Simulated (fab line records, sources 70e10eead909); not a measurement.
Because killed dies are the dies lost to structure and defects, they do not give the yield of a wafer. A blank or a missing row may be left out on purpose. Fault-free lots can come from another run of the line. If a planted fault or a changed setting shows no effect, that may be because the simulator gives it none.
fab line records -- flow nand_harc -- part 1 of 2: steps 1 to 30 of 42
[record] lots = 5, wafers = 15, last_day = 24
route steps=1159 shown P_STI@102 P_GATE@110
lots untouched by any fault: they come from a run of this same line in which no faults occurred
start_h: hours from the record's first day to the start of the lot's first wafer shown -- wait_h: hours from the lot's prior step to this one -- " the same as in the row above -- L1.1+2: one row covering several wafers at once -- - either no value or no given start -- * or withheld: withheld -- < > ~ a bound
route shown NAME@n: names a module that has steps shown in the file, with the first one's number in the route -- usual: mean and standard deviation over wafers with no fault -- same: alike in all rows -- chamber/n: place in a boat -- sites: per-site readings -- _std_site: their standard deviation -- _edge_site: the outer-site mean with the inner-site mean subtracted -- radius_mm: for every site, how far away it sits from the centre of the wafer -- mask NAME#n: copy n -- behind: the last tool/chamber to shape the wafer -- hold: what put the lot on hold/how long, in hours/how the hold closed -- device: names the non-switching transistor (n, p or np) -- end of line: at the end of the route, the tests of the same wafers -- where a step has no rows: the recipe by itself -- killed: count of dies lost to structure and defects at first sort (not the wafer's yield) -- map: a wafer's dies, x killed, . not, _ none there
set.NAME: setting as actually run; set.NAME@STEP: the setting as run at that earlier step -- model.NAME: the simulator's own value behind a step, which no gauge read
lots seen at some steps along the route; tables by step, rows by wafer
services: the hour from which a tool's chamber was out of use, counted from the record's first day as start_h (under 0 if before that day), plus the number of hours and why
[[steps]]
[step NHARC_P_STI_SRD_35]
lot.wafer,tool,chamber,start_h,wait_h
L089.2+1+5,wet_bench-03,"4,5,0",140.03,0.0
L087.5+2+3,wet_bench-07,"0,1,2",140.09,0.1
L090.2+4+3,wet_bench-07,"0,2,3",153.39,0.0
L092.3+2+4,wet_bench-03,"6,7,0",170.18,0.1
L096.1+5+2,wet_bench-07,"3,4,5",189.04,0.0
[step NHARC_P_STI_ETCH_36]
[recipe] target_depth_a = 388, chemistry = dHF, material = SiO2
lot.wafer,tool,chamber,start_h,wait_h
L089.2+1+5,wet_bench-03,"4,5,0",140.06,0.0
L087.5+2+3,wet_bench-07,"0,1,2",140.11,0.0
L090.2+4+3,wet_bench-07,"0,2,3",153.41,0.0
L092.3+2+4,wet_bench-03,"6,7,0",170.19,0.0
L096.1+5+2,wet_bench-07,"3,4,5",189.07,0.0
[step NHARC_P_STI_STRIP_24]
[recipe] temp_c = 160, chemistry = H3PO4, material = Si3N4
lot.wafer,tool,chamber,start_h,wait_h
L089.2+1+5,wet_bench-03,"4,5,0",140.07,0.0
L087.5+2+3,wet_bench-07,"0,1,2",140.13,0.0
L090.2+4+3,wet_bench-07,"0,2,3",153.42,0.0
L092.3+2+4,wet_bench-03,"6,7,0",170.22,0.0
L096.1+5+2,wet_bench-07,"3,4,5",189.08,0.0
[step NHARC_P_STI_ETCH_37]
[recipe] target_depth_a = 110, chemistry = dHF, material = SiO2
lot.wafer,tool,chamber,start_h,wait_h
L089.2+1+5,wet_bench-03,"4,5,0",-,-
L087.5+2+3,wet_bench-07,"0,1,2",-,-
L090.2+4+3,wet_bench-07,"0,2,3",-,-
L092.3+2+4,wet_bench-03,"6,7,0",-,-
L096.1+5+2,wet_bench-07,"3,4,5",-,-
[step NHARC_P_STI_PRECLEAN_38]
[recipe] time_s = *, temp_c = 50, bath_age_min = 0, chemistry = SC1
[usual] sc1_h2o2_end_mol_l = 0.3698/0.0006
lot.wafer,tool,chamber,start_h,wait_h,sc1_h2o2_end_mol_l
L089.2,wet_bench-03,4,-,-,0.3705
L089.1,wet_bench-03,5,-,-,0.3699
L089.5,wet_bench-03,0,-,-,0.3692
L087.5,wet_bench-07,0,-,-,0.3700
L087.2,wet_bench-07,1,-,-,0.3699
L087.3,wet_bench-07,2,-,-,0.3697
L090.2,wet_bench-07,0,-,-,0.3705
L090.4,wet_bench-07,2,-,-,0.3696
L090.3,wet_bench-07,3,-,-,0.3690
L092.3,wet_bench-03,6,-,-,0.3707
L092.2,wet_bench-03,7,-,-,0.3696
L092.4,wet_bench-03,0,-,-,0.3695
L096.1,wet_bench-07,3,-,-,0.3702
L096.5,wet_bench-07,4,-,-,0.3690
L096.2,wet_bench-07,5,-,-,0.3706
[step NHARC_P_STI_SRD_39]
lot.wafer,tool,chamber,start_h,wait_h
L089.2+1+5,wet_bench-03,"4,5,0",-,-
L087.5+2+3,wet_bench-07,"0,1,2",-,-
L090.2+4+3,wet_bench-07,"0,2,3",-,-
L092.3+2+4,wet_bench-03,"6,7,0",-,-
L096.1+5+2,wet_bench-07,"3,4,5",-,-
[step NHARC_P_STI_OXIDE_40]
[recipe] target_thk_a = 100, temp_c = 900, ox_time_s = 1362, material = SiO2
[usual] ox_temp_c = 900.0/0.38, zone_power_upper_pct = 19.2/0.43
lot.wafer,tool,chamber,start_h,wait_h,ox_temp_c,zone_power_upper_pct
L087.2,furnace-02,0,144.15,-,900.1,19.4
L087.3,furnace-02,0,144.15,-,900.2,19.3
L087.5,furnace-02,0,144.15,-,900.0,19.2
L089.1,furnace-02,0,144.15,-,899.9,19.1
L089.2,furnace-02,0,144.15,-,900.4,19.2
L089.5,furnace-02,0,144.15,-,900.4,19.5
L090.2,furnace-02,0,160.27,-,899.9,19.4
L090.3,furnace-02,0,160.27,-,900.6,19.4
L090.4,furnace-02,0,160.27,-,900.3,18.9
L092.2,furnace-02,0,176.72,-,899.5,19.3
L092.3,furnace-02,0,176.72,-,900.2,19.3
L092.4,furnace-02,0,176.72,-,899.7,19.2
L096.1,furnace-01,0,193.08,-,900.1,18.2
L096.2,furnace-01,0,193.08,-,899.9,18.4
L096.5,furnace-01,0,193.08,-,899.5,18.0
[step NHARC_P_STI_INSPECT_25]
[usual] raw_defect_count = 243/100
lot.wafer,tool,chamber,start_h,wait_h,raw_defect_count
L089.1,defect_inspect-02,-,148.21,0.4,307
L089.2,defect_inspect-02,-,148.21,0.4,416
L089.5,defect_inspect-02,-,148.21,0.4,342
L087.2,defect_inspect-01,-,148.24,0.4,234
L087.3,defect_inspect-01,-,148.24,0.4,450
L087.5,defect_inspect-01,-,148.24,0.4,426
L090.2,defect_inspect-01,-,164.32,0.4,144
L090.3,defect_inspect-01,-,164.32,0.4,129
L090.4,defect_inspect-01,-,164.32,0.4,143
L092.2,defect_inspect-02,-,180.76,0.4,179
L092.3,defect_inspect-02,-,180.76,0.4,102
L092.4,defect_inspect-02,-,180.76,0.4,191
L096.1,defect_inspect-01,-,197.14,0.4,166
L096.2,defect_inspect-01,-,197.14,0.4,163
L096.5,defect_inspect-01,-,197.14,0.4,170
[step NHARC_P_GATE_ETCH_69]
[recipe] target_depth_a = 140, chemistry = dHF, material = SiO2
lot.wafer,tool,chamber,start_h,wait_h
L089.5+1+2,wet_bench-05,"1,2,5",148.27,0.0
L087.5+3+2,wet_bench-02,"3,6,0",148.29,0.0
L090.3+2+4,wet_bench-05,"3,5,6",164.37,0.0
L092.2+3+4,wet_bench-01,"0,2,4",180.81,0.0
L096.5+2+1,wet_bench-02,"7,0,4",197.19,0.0
[step NHARC_P_GATE_PRECLEAN_70]
[recipe] time_s = *, temp_c = 50, bath_age_min = 0, chemistry = SC1
[usual] sc1_h2o2_end_mol_l = 0.3699/0.00069
lot.wafer,tool,chamber,start_h,wait_h,sc1_h2o2_end_mol_l
L089.5,wet_bench-05,1,148.36,0.1,0.3695
L089.1,wet_bench-05,2,148.36,0.1,0.3690
L089.2,wet_bench-05,5,148.36,0.1,0.3690
L087.5,wet_bench-02,3,148.38,0.1,0.3711
L087.3,wet_bench-02,6,148.38,0.1,0.3707
L087.2,wet_bench-02,0,148.38,0.1,0.3699
L090.3,wet_bench-05,3,164.47,0.1,0.3714
L090.2,wet_bench-05,5,164.47,0.1,0.3695
L090.4,wet_bench-05,6,164.47,0.1,0.3694
L092.2,wet_bench-01,0,180.90,0.1,0.3697
L092.3,wet_bench-01,2,180.90,0.1,0.3696
L092.4,wet_bench-01,4,180.90,0.1,0.3685
L096.5,wet_bench-02,7,197.28,0.1,0.3692
L096.2,wet_bench-02,0,197.28,0.1,0.3705
L096.1,wet_bench-02,4,197.28,0.1,0.3710
[step NHARC_P_GATE_SRD_01]
lot.wafer,tool,chamber,start_h,wait_h
L089.5+1+2,wet_bench-05,"1,2,5",-,-
L087.5+3+2,wet_bench-02,"3,6,0",-,-
L090.3+2+4,wet_bench-05,"3,5,6",-,-
L092.2+3+4,wet_bench-01,"0,2,4",-,-
L096.5+2+1,wet_bench-02,"7,0,4",-,-
[step NHARC_P_GATE_OXIDE_02]
[recipe] target_thk_a = 375, temp_c = 950, p_h2o_torr = 720, ox_time_s = 365, material = SiO2
[usual] ox_temp_c = 949.9/0.42, zone_power_upper_pct = 22.0/0.83
lot.wafer,tool,chamber,start_h,wait_h,ox_temp_c,zone_power_upper_pct
L087.2,furnace-04,0,151.26,-,949.1,22.9
L087.3,furnace-04,0,151.26,-,949.6,22.5
L087.5,furnace-04,0,151.26,-,949.8,22.4
L089.1,furnace-04,0,151.26,-,949.9,22.7
L089.2,furnace-04,0,151.26,-,949.3,23.0
L089.5,furnace-04,0,151.26,-,950.0,22.4
L090.2,furnace-04,0,167.37,-,949.6,22.4
L090.3,furnace-04,0,167.37,-,949.7,22.2
L090.4,furnace-04,0,167.37,-,949.5,23.0
L092.2,furnace-04,0,183.81,-,950.6,22.5
L092.3,furnace-04,0,183.81,-,950.5,22.4
L092.4,furnace-04,0,183.81,-,950.3,22.7
L096.1,furnace-07,0,200.39,-,950.4,20.7
L096.2,furnace-07,0,200.39,-,950.1,21.1
L096.5,furnace-07,0,200.39,-,950.2,21.0
[step NHARC_P_GATE_DEHYDRATE_03]
[recipe] temp_c = 150, time_s = 120
[usual] resist_line_temp_C = 23.00/0.1
lot.wafer,tool,chamber,start_h,wait_h,resist_line_temp_C
L089.1,litho_track-03,0,155.84,0.4,22.88
L089.2,litho_track-03,0,155.84,0.4,22.90
L089.5,litho_track-03,0,155.84,0.4,22.88
L087.2,litho_track-05,0,155.84,0.4,23.09
L087.3,litho_track-05,0,155.84,0.4,22.85
L087.5,litho_track-05,0,155.84,0.4,22.99
L090.2,litho_track-05,0,171.99,0.4,23.02
L090.3,litho_track-05,0,171.99,0.4,23.09
L090.4,litho_track-05,0,171.99,0.4,23.05
L092.2,litho_track-02,0,188.41,0.4,23.04
L092.3,litho_track-02,0,188.41,0.4,22.96
L092.4,litho_track-02,0,188.41,0.4,22.99
L096.1,litho_track-03,0,204.90,0.4,22.94
L096.2,litho_track-03,0,204.90,0.4,22.98
L096.5,litho_track-03,0,204.90,0.4,22.92
[step NHARC_P_GATE_HMDS_04]
[recipe] time_s = 30
[usual] resist_line_temp_C = 23.01/0.1
lot.wafer,tool,chamber,start_h,wait_h,resist_line_temp_C
L089.1,litho_track-03,0,-,-,23.09
L089.2,litho_track-03,0,-,-,23.00
L089.5,litho_track-03,0,-,-,23.03
L087.2,litho_track-05,0,-,-,22.98
L087.3,litho_track-05,0,-,-,22.96
L087.5,litho_track-05,0,-,-,23.16
L090.2,litho_track-05,0,-,-,23.05
L090.3,litho_track-05,0,-,-,23.10
L090.4,litho_track-05,0,-,-,23.06
L092.2,litho_track-02,0,-,-,22.90
L092.3,litho_track-02,0,-,-,22.84
L092.4,litho_track-02,0,-,-,22.84
L096.1,litho_track-03,0,-,-,22.90
L096.2,litho_track-03,0,-,-,22.89
L096.5,litho_track-03,0,-,-,22.99
[step NHARC_P_GATE_COAT_05]
[recipe] spin_rpm = 4690
[usual] resist_line_temp_C = 23.02/0.11
lot.wafer,tool,chamber,start_h,wait_h,resist_line_temp_C
L089.1,litho_track-03,0,-,-,22.99
L089.2,litho_track-03,0,-,-,23.04
L089.5,litho_track-03,0,-,-,23.20
L087.2,litho_track-05,0,-,-,23.07
L087.3,litho_track-05,0,-,-,22.91
L087.5,litho_track-05,0,-,-,23.06
L090.2,litho_track-05,0,-,-,22.89
L090.3,litho_track-05,0,-,-,22.87
L090.4,litho_track-05,0,-,-,22.89
L092.2,litho_track-02,0,-,-,23.05
L092.3,litho_track-02,0,-,-,23.03
L092.4,litho_track-02,0,-,-,22.97
L096.1,litho_track-03,0,-,-,22.98
L096.2,litho_track-03,0,-,-,22.91
L096.5,litho_track-03,0,-,-,22.93
[step NHARC_P_GATE_SOFTBAKE_06]
[recipe] temp_c = 122, time_s = 95
[usual] resist_line_temp_C = 22.97/0.11
lot.wafer,tool,chamber,start_h,wait_h,resist_line_temp_C
L089.1,litho_track-03,0,-,-,22.63
L089.2,litho_track-03,0,-,-,22.95
L089.5,litho_track-03,0,-,-,22.87
L087.2,litho_track-05,0,-,-,23.01
L087.3,litho_track-05,0,-,-,22.85
L087.5,litho_track-05,0,-,-,23.05
L090.2,litho_track-05,0,-,-,22.82
L090.3,litho_track-05,0,-,-,23.15
L090.4,litho_track-05,0,-,-,22.99
L092.2,litho_track-02,0,-,-,22.94
L092.3,litho_track-02,0,-,-,22.98
L092.4,litho_track-02,0,-,-,23.03
L096.1,litho_track-03,0,-,-,22.88
L096.2,litho_track-03,0,-,-,22.83
L096.5,litho_track-03,0,-,-,22.99
[step NHARC_P_GATE_EBR_07]
[usual] resist_line_temp_C = 23.01/0.12
lot.wafer,tool,chamber,start_h,wait_h,resist_line_temp_C
L089.1,litho_track-03,0,-,-,22.84
L089.2,litho_track-03,0,-,-,22.90
L089.5,litho_track-03,0,-,-,22.98
L087.2,litho_track-05,0,-,-,23.03
L087.3,litho_track-05,0,-,-,23.08
L087.5,litho_track-05,0,-,-,23.00
L090.2,litho_track-05,0,-,-,23.17
L090.3,litho_track-05,0,-,-,23.07
L090.4,litho_track-05,0,-,-,22.91
L092.2,litho_track-02,0,-,-,23.09
L092.3,litho_track-02,0,-,-,22.99
L092.4,litho_track-02,0,-,-,23.14
L096.1,litho_track-03,0,-,-,23.15
L096.2,litho_track-03,0,-,-,23.03
L096.5,litho_track-03,0,-,-,23.28
[step NHARC_P_GATE_EXPOSE_08]
[recipe] na = 0.6, dose_mj = 16.75, mask_id = P_HV
lot.wafer,tool,chamber,start_h,wait_h,mask
L087.2+3+5,krf_scanner-04,0,155.99,-,P_HV#0
L089.1+2+5,krf_scanner-03,0,156.14,-,P_HV#0
L090.2+3+4,krf_scanner-03,0,172.30,-,P_HV#0
L092.2+3+4,krf_scanner-03,0,188.84,-,P_HV#0
L096.1+2+5,krf_scanner-01,0,205.32,-,P_HV#0
[step NHARC_P_GATE_PEB_09]
[recipe] peb_temp_c = 118, peb_time_s = 85
[usual] resist_line_temp_C = 23.02/0.12
lot.wafer,tool,chamber,start_h,wait_h,resist_line_temp_C
L087.2,litho_track-03,0,156.05,0.1,23.21
L087.3,litho_track-03,0,156.05,0.1,23.02
L087.5,litho_track-03,0,156.05,0.1,23.17
L089.1,litho_track-03,0,156.21,0.1,23.11
L089.2,litho_track-03,0,156.21,0.1,22.94
L089.5,litho_track-03,0,156.21,0.1,22.95
L090.2,litho_track-05,0,172.36,0.1,23.05
L090.3,litho_track-05,0,172.36,0.1,22.96
L090.4,litho_track-05,0,172.36,0.1,22.93
L092.2,litho_track-05,0,188.90,0.1,23.14
L092.3,litho_track-05,0,188.90,0.1,23.06
L092.4,litho_track-05,0,188.90,0.1,22.92
L096.1,litho_track-05,0,205.39,0.1,22.78
L096.2,litho_track-05,0,205.39,0.1,22.75
L096.5,litho_track-05,0,205.39,0.1,22.86
[step NHARC_P_GATE_DEVELOP_10]
[recipe] time_s = 70
[usual] resist_line_temp_C = 22.99/0.11
lot.wafer,tool,chamber,start_h,wait_h,resist_line_temp_C
L087.2,litho_track-03,0,-,-,23.02
L087.3,litho_track-03,0,-,-,22.99
L087.5,litho_track-03,0,-,-,23.13
L089.1,litho_track-03,0,-,-,22.85
L089.2,litho_track-03,0,-,-,22.96
L089.5,litho_track-03,0,-,-,22.93
L090.2,litho_track-05,0,-,-,22.83
L090.3,litho_track-05,0,-,-,22.97
L090.4,litho_track-05,0,-,-,22.75
L092.2,litho_track-05,0,-,-,22.84
L092.3,litho_track-05,0,-,-,22.97
L092.4,litho_track-05,0,-,-,22.82
L096.1,litho_track-05,0,-,-,22.88
L096.2,litho_track-05,0,-,-,22.99
L096.5,litho_track-05,0,-,-,23.00
[step NHARC_P_GATE_CD_MEAS_11]
[recipe] target_cd_nm = 1640, landing_energy_ev = 500
[usual] cd_nm = 1639.9/1.1
lot.wafer,tool,chamber,start_h,wait_h,cd_nm
L087.2,cd_sem-02,0,156.14,-,1641.1
L087.3,cd_sem-02,0,156.14,-,1639.7
L087.5,cd_sem-02,0,156.14,-,1640.4
L089.1,cd_sem-01,0,156.30,-,1639.9
L089.2,cd_sem-01,0,156.30,-,1638.9
L089.5,cd_sem-01,0,156.30,-,1641.0
L090.2,cd_sem-02,0,172.45,-,1640.5
L090.3,cd_sem-02,0,172.45,-,1639.3
L090.4,cd_sem-02,0,172.45,-,1638.5
L092.2,cd_sem-01,0,188.99,-,1640.7
L092.3,cd_sem-01,0,188.99,-,1640.7
L092.4,cd_sem-01,0,188.99,-,1640.4
L096.1,cd_sem-03,0,205.48,-,1639.7
L096.2,cd_sem-03,0,205.48,-,1641.1
L096.5,cd_sem-03,0,205.48,-,1640.5
[step NHARC_P_GATE_HARDBAKE_12]
[recipe] temp_c = 125, time_s = 80
[usual] resist_line_temp_C = 22.99/0.11
lot.wafer,tool,chamber,start_h,wait_h,resist_line_temp_C
L087.2,litho_track-02,0,156.22,-,23.00
L087.3,litho_track-02,0,156.22,-,22.85
L087.5,litho_track-02,0,156.22,-,22.96
L089.1,litho_track-02,0,156.38,-,23.08
L089.2,litho_track-02,0,156.38,-,23.00
L089.5,litho_track-02,0,156.38,-,23.10
L090.2,litho_track-02,0,172.53,-,23.02
L090.3,litho_track-02,0,172.53,-,23.07
L090.4,litho_track-02,0,172.53,-,23.05
L092.2,litho_track-05,0,189.07,-,22.88
L092.3,litho_track-05,0,189.07,-,22.79
L092.4,litho_track-05,0,189.07,-,23.08
L096.1,litho_track-05,0,205.56,-,23.12
L096.2,litho_track-05,0,205.56,-,23.24
L096.5,litho_track-05,0,205.56,-,23.08
[step NHARC_P_GATE_DESCUM_13]
[recipe] time_s = 3, o2_flow_sccm = 200, ar_flow_sccm = 0, bias_power_w = 0, chemistry = O2
[usual] drypump_motor_current_A = 5.8/0.54, oes_product_au = 0.999/0.0064, rf_vpp_V = 57.9/0.87, showerhead_plenum_p_Torr = 1.94/0.09, throttle_valve_pct = 11.310/0.0088
lot.wafer,tool,chamber,start_h,wait_h,drypump_motor_current_A,oes_product_au,rf_hours_counter_h,rf_vpp_V,showerhead_plenum_p_Torr,throttle_valve_pct
L087.3,rie_diel-06,1,156.30,-,5.4,1.003,11,56.1,1.79,11.318
L087.2,rie_diel-06,2,156.30,-,5.0,1.014,10,57.6,2.02,11.312
L087.5,rie_diel-06,1,156.30,-,5.4,1.002,-,57.1,1.79,11.302
L089.2,rie_diel-13,0,156.48,-,5.9,0.989,20,57.8,1.78,11.301
L089.1,rie_diel-13,1,156.48,-,6.2,1.005,20,58.8,1.88,11.310
L089.5,rie_diel-13,2,156.48,-,5.8,1.016,-,56.7,1.95,11.306
L090.3,rie_diel-06,2,172.94,-,5.0,1.005,15,58.0,2.02,11.306
L090.4,rie_diel-06,0,172.94,-,5.3,0.995,22,58.5,1.90,11.316
L090.2,rie_diel-06,1,172.94,-,5.5,1.000,16,57.8,1.79,11.307
L092.2,rie_diel-06,3,189.16,-,6.7,1.006,25,58.4,2.02,11.302
L092.3,rie_diel-06,0,189.16,-,5.3,0.998,24,59.0,1.90,11.317
L092.4,rie_diel-06,1,189.16,-,5.4,0.997,18,56.5,1.79,11.307
L096.1,rie_diel-06,0,205.66,-,5.3,0.999,28,57.8,1.89,11.305
L096.2,rie_diel-06,1,205.66,-,5.4,0.991,21,57.4,1.79,11.319
L096.5,rie_diel-06,3,205.66,-,6.6,0.998,-,57.8,2.01,11.310
[step NHARC_P_GATE_ETCH_14]
[recipe] target_depth_a = 488, chemistry = dHF, material = SiO2
lot.wafer,tool,chamber,start_h,wait_h
L087.5+2+3,wet_bench-02,"7,1,3",156.44,0.1
L089.5+1+2,wet_bench-01,"0,3,5",156.62,0.1
L090.2+4+3,wet_bench-01,"3,5,7",173.08,0.1
L092.4+3+2,wet_bench-05,"5,6,0",189.29,0.1
L096.2+1+5,wet_bench-02,"6,2,3",205.82,0.1
[step NHARC_P_GATE_STRIP_15]
[recipe] time_s = 780, temp_c = 130, chemistry = SPM
lot.wafer,tool,chamber,start_h,wait_h
L087.5+2+3,wet_bench-02,"7,1,3",156.48,0.0
L089.5+1+2,wet_bench-01,"0,3,5",156.66,0.0
L090.2+4+3,wet_bench-01,"3,5,7",173.11,0.0
L092.4+3+2,wet_bench-05,"5,6,0",189.33,0.0
L096.2+1+5,wet_bench-02,"6,2,3",205.86,0.0
[step NHARC_P_GATE_PRECLEAN_71]
[recipe] time_s = *, temp_c = 50, bath_age_min = 0, chemistry = SC1
[usual] sc1_h2o2_end_mol_l = 0.3698/0.0007
lot.wafer,tool,chamber,start_h,wait_h,sc1_h2o2_end_mol_l
L087.5,wet_bench-02,7,-,-,0.3693
L087.2,wet_bench-02,1,-,-,0.3704
L087.3,wet_bench-02,3,-,-,0.3702
L089.5,wet_bench-01,0,-,-,0.3709
L089.1,wet_bench-01,3,-,-,0.3692
L089.2,wet_bench-01,5,-,-,0.3687
L090.2,wet_bench-01,3,-,-,0.3689
L090.4,wet_bench-01,5,-,-,0.3690
L090.3,wet_bench-01,7,-,-,0.3700
L092.4,wet_bench-05,5,-,-,0.3691
L092.3,wet_bench-05,6,-,-,0.3700
L092.2,wet_bench-05,0,-,-,0.3702
L096.2,wet_bench-02,6,-,-,0.3695
L096.1,wet_bench-02,2,-,-,0.3697
L096.5,wet_bench-02,3,-,-,0.3697
[step NHARC_P_GATE_SRD_72]
lot.wafer,tool,chamber,start_h,wait_h
L087.5+2+3,wet_bench-02,"7,1,3",-,-
L089.5+1+2,wet_bench-01,"0,3,5",-,-
L090.2+4+3,wet_bench-01,"3,5,7",-,-
L092.4+3+2,wet_bench-05,"5,6,0",-,-
L096.2+1+5,wet_bench-02,"6,2,3",-,-
[step NHARC_P_GATE_OXIDE_16]
[recipe] target_thk_a = 30, temp_c = 875, ox_time_s = 392, material = SiO2
[usual] ox_temp_c = 875.0/0.36, zone_power_upper_pct = 16.9/1.1
lot.wafer,tool,chamber,start_h,wait_h,ox_temp_c,zone_power_upper_pct
L087.2,furnace-06,0,159.83,-,875.0,16.0
L087.3,furnace-06,0,159.83,-,874.8,16.2
L087.5,furnace-06,0,159.83,-,875.4,15.9
L089.1,furnace-06,0,159.83,-,875.3,16.6
L089.2,furnace-06,0,159.83,-,875.2,15.9
L089.5,furnace-06,0,159.83,-,874.9,16.2
L090.2,furnace-04,0,175.83,-,874.6,18.9
L090.3,furnace-04,0,175.83,-,874.7,18.6
L090.4,furnace-04,0,175.83,-,875.1,18.6
L092.2,furnace-06,0,192.55,-,875.1,15.9
L092.3,furnace-06,0,192.55,-,875.3,16.2
L092.4,furnace-06,0,192.55,-,874.9,16.1
L096.1,furnace-07,0,209.08,-,875.0,17.1
L096.2,furnace-07,0,209.08,-,875.2,17.1
L096.5,furnace-07,0,209.08,-,875.3,17.0
[step NHARC_P_GATE_CVD_17]
[recipe] target_thk_a = 1500, temp_c = 620, time_s = 900, material = poly-Si
[usual] zone_power_upper_pct = 8.5/0.98
lot.wafer,tool,chamber,start_h,wait_h,zone_power_upper_pct
L087.2,lpcvd_poly-02,0,166.13,2.7,7.9
L087.3,lpcvd_poly-02,0,166.13,2.7,8.1
L087.5,lpcvd_poly-02,0,166.13,2.7,8.0
L089.1,lpcvd_poly-02,0,166.13,2.7,8.1
L089.2,lpcvd_poly-02,0,166.13,2.7,8.1
L089.5,lpcvd_poly-02,0,166.13,2.7,8.1
L090.2,lpcvd_poly-01,0,182.19,2.9,11.2
L090.3,lpcvd_poly-01,0,182.19,2.9,11.1
L090.4,lpcvd_poly-01,0,182.19,2.9,10.9
L092.2,lpcvd_poly-04,0,198.61,2.6,8.1
L092.3,lpcvd_poly-04,0,198.61,2.6,8.3
L092.4,lpcvd_poly-04,0,198.61,2.6,8.2
L096.1,lpcvd_poly-04,0,215.16,2.5,8.2
L096.2,lpcvd_poly-04,0,215.16,2.5,8.1
L096.5,lpcvd_poly-04,0,215.16,2.5,8.3
[step NHARC_P_GATE_HM_DEP_102]
[recipe] target_thk_a = 1200, temp_c = 400, material = aC
[usual] throttle_valve_pct = 35.002/0.0091
lot.wafer,tool,chamber,start_h,wait_h,throttle_valve_pct
L087.2,acl_dep-01,0,168.96,0.6,34.986
L087.3,acl_dep-01,0,168.96,0.6,35.003
L087.5,acl_dep-01,0,168.96,0.6,35.024
L089.1,acl_dep-01,0,169.50,1.1,35.015
L089.2,acl_dep-01,0,169.50,1.1,34.994
L089.5,acl_dep-01,0,169.50,1.1,35.009
L090.2,acl_dep-03,0,185.73,1.3,34.999
L090.3,acl_dep-03,0,185.73,1.3,34.996
L090.4,acl_dep-03,0,185.73,1.3,35.011
L092.2,acl_dep-02,0,202.81,2.0,35.001
L092.3,acl_dep-02,0,202.81,2.0,35.000
L092.4,acl_dep-02,0,202.81,2.0,35.017
L096.1,acl_dep-02,0,219.25,1.8,35.001
L096.2,acl_dep-02,0,219.25,1.8,34.994
L096.5,acl_dep-02,0,219.25,1.8,35.006
